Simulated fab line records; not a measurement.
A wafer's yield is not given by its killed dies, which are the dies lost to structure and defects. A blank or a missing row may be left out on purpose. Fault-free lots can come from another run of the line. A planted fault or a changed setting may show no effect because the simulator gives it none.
What tool caused it? + flow n5_finfet + Sampling: 23 lots, 69 wafers, 3 of 1938 route steps

WHAT EACH GAUGE READ, for each wafer
N5_HKMG_FIN_CD_MEAS_49 targets a cd of 202 nm. Usual: cd_nm reads 202.0 nm (standard deviation 0.7).
| lot  | measured    | on        | cd_nm (nm)        | flag |
|------|-------------|-----------|-------------------|------|
| L075 | day 4 08:55 | cd_sem-02 | 202.4 202.2 202.1 |      |
| L074 | day 4 09:17 | cd_sem-02 | 202.1 200.9 202.1 |      |
| L076 | day 4 13:45 | cd_sem-02 | 203.5 202.6 202.6 |      |
| L077 | day 4 18:59 | cd_sem-02 | 202.0 202.4 201.8 |      |
| L078 | day 5 05:38 | cd_sem-01 | 201.8 201.7 202.8 |      |
| L079 | day 5 07:00 | cd_sem-02 | 200.8 202.1 201.0 |      |
| L080 | day 5 14:03 | cd_sem-02 | 202.0 201.4 201.8 |      |
| L082 | day 6 04:03 | cd_sem-02 | 202.0 201.3 202.9 |      |
| L083 | day 6 10:25 | cd_sem-03 | 200.8 201.3 201.4 |      |
| L084 | day 6 14:42 | cd_sem-01 | 202.0 202.0 202.0 |      |
| L085 | day 6 21:47 | cd_sem-02 | 202.6 202.5 202.1 |      |
| L086 | day 7 06:24 | cd_sem-03 | 202.5 201.4 201.5 |      |
| L087 | day 7 09:22 | cd_sem-01 | 202.0 200.9 202.5 |      |
| L088 | day 7 15:02 | cd_sem-01 | 202.5 202.4 203.1 |      |
| L089 | day 7 18:08 | cd_sem-03 | 201.8 201.7 200.8 |      |
| L090 | day 8 01:06 | cd_sem-03 | 201.0 200.0 201.0 |      |
| L091 | day 8 08:53 | cd_sem-03 | 201.8 202.0 201.8 |      |
| L092 | day 8 11:25 | cd_sem-03 | 203.3 202.9 203.4 |      |
| L093 | day 8 20:43 | cd_sem-03 | 201.5 202.2 202.0 |      |
| L094 | day 9 02:43 | cd_sem-03 | 201.3 202.3 201.9 |      |
| L095 | day 9 05:01 | cd_sem-02 | 203.3 202.0 202.5 |      |
| L096 | day 9 11:16 | cd_sem-01 | 202.4 201.6 201.0 |      |
| L097 | day 9 22:44 | cd_sem-01 | 201.7 201.9 201.7 |      |

WHICH TOOL RAN EACH LOT (tool, then ch and the chambers of the sampled wafers, then the start)
| lot  | N5_SDB_DESCUM_16                  | N5_SDB_CMP_30                |
|------|-----------------------------------|------------------------------|
| L075 | rie_diel-01 ch 1,2,3, day 4 03:27 | cmp-04 ch 1,2,3, day 4 07:06 |
| L074 | rie_diel-03 ch 1,2,3, day 4 03:37 | cmp-03 ch 1,2, day 4 07:28   |
| L076 | rie_diel-06 ch 1,2, day 4 07:54   | cmp-04 ch 0,1, day 4 11:51   |
| L077 | rie_diel-03 ch 1,2, day 4 13:34   | cmp-03 ch 1,2, day 4 17:08   |
| L078 | rie_diel-06 ch 0,2,3, day 4 22:31 | cmp-04 ch 0,3, day 5 03:41   |
| L079 | rie_diel-01 ch 2,3, day 5 01:09   | cmp-01 ch 0,1,2, day 5 05:02 |
| L080 | rie_diel-06 ch 0,1,3, day 5 07:01 | cmp-04 ch 1,2, day 5 10:54   |
| L082 | rie_diel-01 ch 0,2,3, day 5 21:36 | cmp-01 ch 0,1,3, day 6 01:33 |
| L083 | rie_diel-03 ch 1,2, day 6 03:18   | cmp-04 ch 0,1, day 6 08:13   |
| L084 | rie_diel-06 ch 0,1,2, day 6 09:02 | cmp-01 ch 0,3, day 6 12:38   |
| L085 | rie_diel-06 ch 0,2,3, day 6 15:43 | cmp-03 ch 0,2,3, day 6 19:28 |
| L086 | rie_diel-06 ch 0,3, day 7 00:41   | cmp-01 ch 0,1,3, day 7 04:19 |
| L087 | rie_diel-01 ch 0,2,3, day 7 03:36 | cmp-04 ch 0,2, day 7 07:08   |
| L088 | rie_diel-03 ch 0,1,2, day 7 08:57 | cmp-01 ch 0,3, day 7 12:48   |
| L089 | rie_diel-01 ch 0,2,3, day 7 12:04 | cmp-04 ch 0,3, day 7 15:38   |
| L090 | rie_diel-01 ch 0,2,3, day 7 19:15 | cmp-01 ch 0,1,2, day 7 22:49 |
| L091 | rie_diel-06 ch 0,1,3, day 8 01:35 | cmp-01 ch 1,2,3, day 8 06:26 |
| L092 | rie_diel-01 ch 1,2,3, day 8 05:59 | cmp-01 ch 0,1,3, day 8 09:35 |
| L093 | rie_diel-03 ch 0,1,3, day 8 15:22 | cmp-04 ch 0,1,3, day 8 18:59 |
| L094 | rie_diel-06 ch 1,3, day 8 21:13   | cmp-01 ch 0,1,2, day 9 00:52 |
| L095 | rie_diel-03 ch 0,3, day 8 23:25   | cmp-01 ch 0,1,3, day 9 03:14 |
| L096 | rie_diel-01 ch 1,2,3, day 9 05:53 | cmp-03 ch 0,1,3, day 9 09:25 |
| L097 | rie_diel-03 ch 0,3, day 9 16:51   | cmp-03 ch 0,1,3, day 9 20:26 |
- N5_SDB_DESCUM_16: chemistry O2, time 7.9 s.
- N5_SDB_CMP_30: polishes, stops on poly-Si, t overpolish 1.54 s, target thk 30 nm.

WHAT THE TOOLS THEMSELVES READ (means of the sampled wafers that have a number; where no wafer has one, the mark that the record gives instead)
N5_SDB_DESCUM_16. Usual: chamber_pressure_mTorr 20.000 mTorr, standard deviation 0.017; drypump_motor_current_A 5.7 A, standard deviation 0.42; oes_product_au 0.76 a.u., standard deviation 0.078; rf_vpp_V 243.0 V, standard deviation 1.3; showerhead_plenum_p_Torr 2.09 Torr, standard deviation 0.073; throttle_valve_pct 20.51 %, standard deviation 0.24.
| lot  | tool        | chamber_pressure_mTorr (mTorr) | drypump_motor_current_A (A) | oes_product_au (a.u.) | rf_vpp_V (V) | showerhead_plenum_p_Torr (Torr) | throttle_valve_pct (%) | flag |
|------|-------------|--------------------------------|-----------------------------|-----------------------|--------------|---------------------------------|------------------------|------|
| L075 | rie_diel-01 | 20.004                         | 5.6                         | 0.73                  | 243.1        | 2.07                            | 20.68                  |      |
| L074 | rie_diel-03 | 19.999                         | 6.0                         | 0.76                  | 243.0        | 2.11                            | 20.53                  |      |
| L076 | rie_diel-06 | 20.008                         | 5.4                         | 0.71                  | 244.0        | 2.12                            | 20.47                  |      |
| L077 | rie_diel-03 | 19.994                         | 5.7                         | 0.70                  | 242.5        | 2.03                            | 20.73                  |      |
| L078 | rie_diel-06 | 20.008                         | 5.8                         | 0.73                  | 243.2        | 2.08                            | 20.63                  |      |
| L079 | rie_diel-01 | 20.004                         | 5.7                         | 0.73                  | 242.1        | 2.09                            | 20.54                  |      |
| L080 | rie_diel-06 | 19.997                         | 5.8                         | 0.72                  | 242.2        | 2.04                            | 20.54                  |      |
| L082 | rie_diel-01 | 20.005                         | 5.6                         | 0.73                  | 243.2        | 2.11                            | 20.45                  |      |
| L083 | rie_diel-03 | 19.997                         | 5.7                         | 0.69                  | 242.9        | 2.09                            | 20.73                  |      |
| L084 | rie_diel-06 | 19.999                         | 5.8                         | 0.72                  | 243.3        | 2.08                            | 20.46                  |      |
| L085 | rie_diel-06 | 19.999                         | 5.8                         | 0.81                  | 242.7        | 2.08                            | 20.52                  |      |
| L086 | rie_diel-06 | 20.010                         | 5.8                         | 0.89                  | 242.3        | 2.04                            | 20.47                  |      |
| L087 | rie_diel-01 | 20.004                         | 5.6                         | 0.73                  | 243.6        | 2.11                            | 20.46                  |      |
| L088 | rie_diel-03 | 19.995                         | 5.6                         | 0.80                  | 243.5        | 2.13                            | 20.53                  |      |
| L089 | rie_diel-01 | 20.009                         | 5.6                         | 0.73                  | 242.8        | 2.11                            | 20.48                  |      |
| L090 | rie_diel-01 | 19.990                         | 5.6                         | 0.72                  | 243.9        | 2.11                            | 20.49                  |      |
| L091 | rie_diel-06 | 20.002                         | 5.8                         | 0.88                  | 243.0        | 2.03                            | 20.29                  |      |
| L092 | rie_diel-01 | 19.980                         | 5.5                         | 0.71                  | 242.4        | 2.06                            | 20.73                  |      |
| L093 | rie_diel-03 | 19.998                         | 5.9                         | 0.75                  | 243.3        | 2.12                            | 20.50                  |      |
| L094 | rie_diel-06 | 19.979                         | 5.5                         | 0.91                  | 242.0        | 2.03                            | 20.07                  |      |
| L095 | rie_diel-03 | 20.010                         | 6.2                         | 0.79                  | 243.6        | 2.14                            | 20.34                  |      |
| L096 | rie_diel-01 | 19.996                         | 5.5                         | 0.70                  | 242.1        | 2.05                            | 20.75                  |      |
| L097 | rie_diel-03 | 20.001                         | 6.2                         | 0.78                  | 243.3        | 2.14                            | 20.35                  |      |

N5_SDB_CMP_30. Usual: head_pressure_psi 4.149 psi, standard deviation 0.0096; motor_current_A 12.2 A, standard deviation 1.4; overpolish_run_s 1.541 s, standard deviation 0.0095; time_to_endpoint_s 17.5 s, standard deviation 2.8.
| lot  | tool   | head_pressure_psi (psi) | motor_current_A (A) | overpolish_run_s (s) | time_to_endpoint_s (s) | flag |
|------|--------|-------------------------|---------------------|----------------------|------------------------|------|
| L075 | cmp-04 | 4.145                   | 12.5                | 1.536                | 17.5                   |      |
| L074 | cmp-03 | 4.148                   | 11.5                | 1.543                | 16.2                   |      |
| L076 | cmp-04 | 4.158                   | 12.7                | 1.542                | 21.2                   |      |
| L077 | cmp-03 | 4.153                   | 12.3                | 1.543                | 17.7                   |      |
| L078 | cmp-04 | 4.145                   | 13.5                | 1.544                | 15.6                   |      |
| L079 | cmp-01 | 4.145                   | 11.9                | 1.548                | 19.8                   |      |
| L080 | cmp-04 | 4.150                   | 11.0                | 1.547                | 16.9                   |      |
| L082 | cmp-01 | 4.153                   | 11.3                | 1.530                | 21.5                   |      |
| L083 | cmp-04 | 4.152                   | 12.0                | 1.538                | 15.6                   |      |
| L084 | cmp-01 | 4.152                   | 12.1                | 1.542                | 16.4                   |      |
| L085 | cmp-03 | 4.147                   | 12.0                | 1.542                | 18.7                   |      |
| L086 | cmp-01 | 4.163                   | 11.1                | 1.533                | 17.8                   |      |
| L087 | cmp-04 | 4.145                   | 12.5                | 1.536                | 19.3                   |      |
| L088 | cmp-01 | 4.162                   | 12.0                | 1.535                | 18.7                   |      |
| L089 | cmp-04 | 4.148                   | 13.3                | 1.536                | 17.4                   |      |
| L090 | cmp-01 | 4.143                   | 11.8                | 1.544                | 15.2                   |      |
| L091 | cmp-01 | 4.146                   | 12.5                | 1.548                | 19.4                   |      |
| L092 | cmp-01 | 4.148                   | 11.5                | 1.542                | 21.7                   |      |
| L093 | cmp-04 | 4.139                   | 12.1                | 1.538                | 13.2                   |      |
| L094 | cmp-01 | 4.150                   | 12.0                | 1.544                | 15.2                   |      |
| L095 | cmp-01 | 4.157                   | 11.3                | 1.539                | 18.1                   |      |
| L096 | cmp-03 | 4.152                   | 13.2                | 1.541                | 16.3                   |      |
| L097 | cmp-03 | 4.144                   | 12.8                | 1.535                | 16.9                   |      |

THE ANSWER, worked out from the rows above alone
Rule: a lot is off if the mean of its wafers that have a number lies more than 3 standard deviations from the usual mean. Also off: a lot with no number at a reading for which 4 or more lots have one. Where the step has rows for the other lots, those lots are counted as sound. First the gauges in route order, then the tools' own readings, where a lot's mean is used as printed above. At the first step where some lot is off, the reading lying furthest off is the one used; lots without a number count as furthest.
No lot is off at any reading shown: from this, nothing can be told.

WHAT THE SIMULATOR HAD INSERTED
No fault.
